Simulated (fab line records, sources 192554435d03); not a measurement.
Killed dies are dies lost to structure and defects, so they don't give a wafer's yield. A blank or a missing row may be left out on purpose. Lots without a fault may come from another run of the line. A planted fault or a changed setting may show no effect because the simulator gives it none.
Chamber matching | flow n5_finfet | N5_BEOL_M3_PECVD_72 on pecvd-01: 3 sister chambers
The step deposits SiO2 from TEOS/O2, target thk 16 nm, time 18 s. 3 wafers are shown with their chamber, then 7 later ones without.

WAFERS WITH THEIR CHAMBER
wafer  | chamber | showerhead_plenum_p_Torr (Torr)
L847.1 | 2       | 8.88
L848.4 | 1       | 8.83
L848.5 | 0       | 8.74

WAFERS WITHOUT THEIR CHAMBER
wafer  | showerhead_plenum_p_Torr (Torr)
L848.6 | 8.93
L849.1 | 8.74
L849.3 | 8.90
L849.4 | 8.88
L861.1 | 8.88
L861.3 | 8.82
L861.6 | 8.83

WHICH CHAMBER EACH WENT THROUGH
wafer  | from the rows above | in truth
L848.6 | 2                   | 2
L849.1 | 0                   | 0
L849.3 | 2                   | 2
L849.4 | 2                   | 2
L861.1 | 2                   | 2
L861.3 | 1                   | 1
L861.6 | 1                   | 1
Placed correctly: 7 of 7. Can't be placed from these rows: 0. Placed wrongly: 0.
How it was worked out, from the rows above alone: a wafer's distance from a chamber is the root of the sum, over the readings, of the square of ((its reading less the chamber's mean) divided by the reading's scatter). The wafer belongs to the nearest chamber; if the next one is less than 2 further off, it can't be placed. A chamber's mean is the mean of its shown wafers. The scatter: with one shown wafer a chamber, the root of the mean of the squares of how far each hidden wafer lies from its nearest shown one.
